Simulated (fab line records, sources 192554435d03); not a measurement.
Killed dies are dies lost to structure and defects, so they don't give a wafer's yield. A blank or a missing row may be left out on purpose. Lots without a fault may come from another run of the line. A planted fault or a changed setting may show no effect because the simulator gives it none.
Problem report in the 8D (eight disciplines) form, filled by code | flow n5_finfet | the parts of the form that need people (team, actions taken, sign-off) are left out

1. THE PROBLEM
killed_at_M4_up at N5_PASSIVATION_PROBE_49 reads a mean of 152 on 2 wafers of 1 lot; wafers without a fault read 13 with a standard deviation of 4.9. That is +28 standard deviations from the usual mean.
First seen on wafer L533.2, day 15 18:58, on prober-02. The record holds 17 wafers of 7 lots with a number at this step. Rule for "out", or "out of limits": more than 4 standard deviations from the usual mean. The other wafers with a number count as sound.

2. WHAT IT IS AND WHAT IT IS NOT
question                    | is                                                                                                   | is not
which readings at this step | killed_at_M4_up, defect_limited_yield, killed_dies, sort_bin_5_function, sort_n_pass, sort_yield_pct | killed_at_M0_to_M3, killed_at_contacts, killed_at_front_end, killed_at_other, killed_open, killed_short
which lots                  | L533                                                                                                 | L535, L537, L538, L539, L540, L542
which wafers of those lots  | L533.2, L533.6                                                                                       | L533.4
read on which tools         | prober-02                                                                                            | prober-01
when                        | from day 15 18:58                                                                                    | up to then (0 sound wafers); but 15 sound wafers of L533, L535, L537, L538, L539, L540, L542 came after

3. SUSPECTS, AND WHAT RULES EACH OUT
Counting: a tool at a process step up to the reading stays a suspect if it ran every lot that is out. Sound lots after the first of them don't rule it out here, since some wafers of a struck lot are sound.
- rie_diel-03 at N5_BEOL_M15_ETCH_61 (etches BARC in N2/H2, target depth 89 nm, overetch 26.7 nm, time 67.9 s): kept. It ran the lot that is out, L533 (day 14 22:21).
- pvd_sputter-02 at N5_PASSIVATION_SPUTTER_20 (material TaN, target thk 50 nm): kept. It ran the lot that is out, L533 (day 15 12:38).
- rie_diel-02 at N5_PASSIVATION_DESCUM_32 (chemistry O2, time 7.9 s): kept. It ran the lot that is out, L533 (day 15 13:26).
- prober-02 at N5_PASSIVATION_PROBE_49: kept. It ran the lot that is out, L533 (day 15 18:58). Its own readings are out on those wafers: defect_limited_yield, killed_at_M4_up, killed_dies, sort_bin_5_function, sort_n_pass, sort_yield_pct.
- Within rie_diel-03 at N5_BEOL_M15_ETCH_61: the wafers that are out ran in chamber 3; their sound lot-mates ran in chamber 2.
- Within rie_diel-02 at N5_PASSIVATION_DESCUM_32: the wafers that are out ran in chamber 3; their sound lot-mates ran in chamber 0.
Left after counting: rie_diel-03 at N5_BEOL_M15_ETCH_61, pvd_sputter-02 at N5_PASSIVATION_SPUTTER_20, rie_diel-02 at N5_PASSIVATION_DESCUM_32, prober-02 at N5_PASSIVATION_PROBE_49.

4. THE CAUSE (what the simulator had put in)
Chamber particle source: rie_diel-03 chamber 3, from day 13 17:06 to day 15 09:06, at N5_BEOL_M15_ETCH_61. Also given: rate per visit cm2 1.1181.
Counting left 4 suspects, and this tool is among them.

5. THE CHAIN OF EFFECTS, in route order
Each row: a reading whose mean over the struck wafers that have a number lies more than 3 standard deviations from the usual. Only readings for which the record gives a usual standard deviation are gone through. hours: the time from each lot's start at the first step in this table that gives one to its start at this step, as a median over the lots. sigmas: the change in usual standard deviations.
hours | step                    | reading              | usual  | on struck wafers | change | sigmas
0     | N5_PASSIVATION_PROBE_49 | defect_limited_yield | 91.3 % | 80.0             | -11.2  | -7.5
0     | N5_PASSIVATION_PROBE_49 | killed_at_M4_up      | 13     | 152              | +139   | +28
0     | N5_PASSIVATION_PROBE_49 | killed_dies          | 103    | 236              | +132   | +7.4
0     | N5_PASSIVATION_PROBE_49 | sort_bin_5_function  | 5.2 %  | 12.4             | +7.2   | +7.2
0     | N5_PASSIVATION_PROBE_49 | sort_n_pass          | 1077   | 944              | -132   | -7.4
0     | N5_PASSIVATION_PROBE_49 | sort_yield_pct       | 91.3 % | 80.0             | -11.2  | -7.5
The process steps in it:
- N5_PASSIVATION_PROBE_49

6. WHAT WOULD HAVE CAUGHT IT SOONER
In this record the first reading out of limits was taken at day 15 18:58, 50 hours after the fault began at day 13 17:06.
Of the tool readings at N5_BEOL_M15_ETCH_61 for which the record gives a usual standard deviation, none was out on any struck wafer, so an alarm limit of 4 standard deviations on them would not have fired.
All the lots that are out (1) had begun N5_BEOL_M15_ETCH_61 on rie_diel-03 by day 15 18:58. A hold on the tool at that time would have spared none of them.
